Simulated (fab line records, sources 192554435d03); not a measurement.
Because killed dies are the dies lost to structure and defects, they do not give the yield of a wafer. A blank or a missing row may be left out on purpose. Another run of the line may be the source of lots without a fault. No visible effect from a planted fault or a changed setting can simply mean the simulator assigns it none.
Split-lot experiment ; flow n5_finfet ; 7 lots, 39 wafers read, on a route of 1938 steps

ABOUT THE SPLIT
At N5_BEOL_M2_DEP_57 (deposits SiCN from 3MS/NH3, target thk 8 nm, time 14 s), the setting time_s was moved away from the recipe's 14 s on 15 of the 39 wafers read, by -53.5% to +58.1%. All remaining wafers had this setting at the recipe value.

Reading taken at the split's own step.

THE READING
SiCN_of_BEOL_M2_DEP_57.thk_nm (the simulator's own value, which no gauge read), in nm, at N5_BEOL_M2_DEP_57 (deposits SiCN from 3MS/NH3, target thk 8 nm, time 14 s). No usual value for it is given in the file. Here, 24 wafers ran the recipe; their average is 8.0 nm with a standard deviation of 0.14 nm.

wafer;tool, chamber at the split;time_s as run, s;against the recipe;SiCN_of_BEOL_M2_DEP_57.thk_nm, nm;against lot-mates on the recipe
L074.1;pecvd-03, 2;6.514;-53.5%;3.6;-4.3
L074.2;pecvd-03, 1,0;14;recipe;7.8;-
L074.3;pecvd-03, 1,0;14;recipe;7.8;-
L074.4;pecvd-03, 1;14;recipe;8;-
L074.5;pecvd-03, 2,0;6.514;-53.5%;3.4;-4.5
L074.6;pecvd-03, 2,0;6.514;-53.5%;3.4;-4.5
L076.1;pecvd-01, 0;8.356;-40.3%;4.6;-3.5
L076.6;pecvd-01, 0;8.356;-40.3%;4.6;-3.5
L076.2;pecvd-01, 2;8.356;-40.3%;5;-3.1
L076.3;pecvd-01, 1,2;14;recipe;8;-
L076.4;pecvd-01, 1,2;14;recipe;8;-
L076.5;pecvd-01, 1;14;recipe;8.2;-
L080.1;pecvd-01, 2;14;recipe;8;-
L080.2;pecvd-01, 1,0;17.1;+22.1%;9.8;+1.7
L080.5;pecvd-01, 1,0;17.1;+22.1%;9.8;+1.7
L080.3;pecvd-01, 0;17.1;+22.1%;10;+1.9
L080.4;pecvd-01, 1,2;14;recipe;8.2;-
L080.6;pecvd-01, 1,2;14;recipe;8.2;-
L083.1;pecvd-01, 1,2,0,2;14;recipe;8;-
L083.2;pecvd-01, 1,2,0,2;14;recipe;8;-
L083.5;pecvd-01, 1,2,0,2;14;recipe;8;-
L083.6;pecvd-01, 1,2,0,2;14;recipe;8;-
L083.3;pecvd-01, 0;14;recipe;7.8;-
L083.4;pecvd-01, 1;14;recipe;8.2;-
L085.1;pecvd-03, 0,2,0;14;recipe;7.8;-
L085.4;pecvd-03, 0,2,0;14;recipe;7.8;-
L085.6;pecvd-03, 0,2,0;14;recipe;7.8;-
L085.2;pecvd-03, 1,2;22.14;+58.1%;12.4;+4.6
L085.3;pecvd-03, 1,2;22.14;+58.1%;12.4;+4.6
L085.5;pecvd-03, 1;22.14;+58.1%;13;+5.2
L090.1;pecvd-04, 1,0,1;14;recipe;8;-
L090.2;pecvd-04, 1,0,1;14;recipe;8;-
L090.6;pecvd-04, 1,0,1;14;recipe;8;-
L094.1;pecvd-01, 2,0;14;recipe;7.8;-
L094.5;pecvd-01, 2,0;14;recipe;7.8;-
L094.2;pecvd-01, 1,0;19.25;+37.5%;10.8;+2.9
L094.3;pecvd-01, 1,0;19.25;+37.5%;10.8;+2.9
L094.4;pecvd-01, 2;14;recipe;8;-
L094.6;pecvd-01, 1;19.25;+37.5%;11;+3.1
Rows listing several chambers each stand for several wafers; the file does not say which wafer went through which chamber.

FIT RESULTS
A straight line over all 39 wafers: SiCN_of_BEOL_M2_DEP_57.thk_nm changes by +0.0811 nm for each +1% of time_s; r = +1.00; the points scatter about the line by 0.17 nm.
The same after taking each lot's own level away (the mean of its wafers on the recipe; 39 wafers): +0.0819 nm for each +1%; r = +1.00; scatter 0.13 nm.
That fit puts the effect of the largest move of time_s on the reading at 4.8 nm.
The lots' own levels span 7.80 to 8.13 nm, that is 2.4 times the standard deviation above.
The two slopes agree, so the slope changes little with the lot-to-lot level.
Check: with one of the wafers moved furthest among these (+58.1%) left out of the fit, the line predicts +4.78 nm for it against its lot-mates. Against them it came out at +4.6 nm.

OTHER SPLITS ON THESE WAFERS
These wafers also went through other splits before the reading. Each is held against what the fit with the lots' levels taken away leaves over:
other split on the same wafers;wafers away from the commonest value;r with SiCN_of_BEOL_M2_DEP_57.thk_nm (lot level and that fit taken away)
N5_FIN_CUT_CUT_ETCH_26 time_s;12;-0.14
N5_SD_EPI_P_ETCH_16 target_depth_a;12;+0.18
N5_BEOL_M0_DEP_125 time_s;15;-0.08

THE FILE'S OWN FIT
SiCN_of_BEOL_M2_DEP_57.thk_nm changes by +0.0819 nm for each +1% of time_s, r = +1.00.
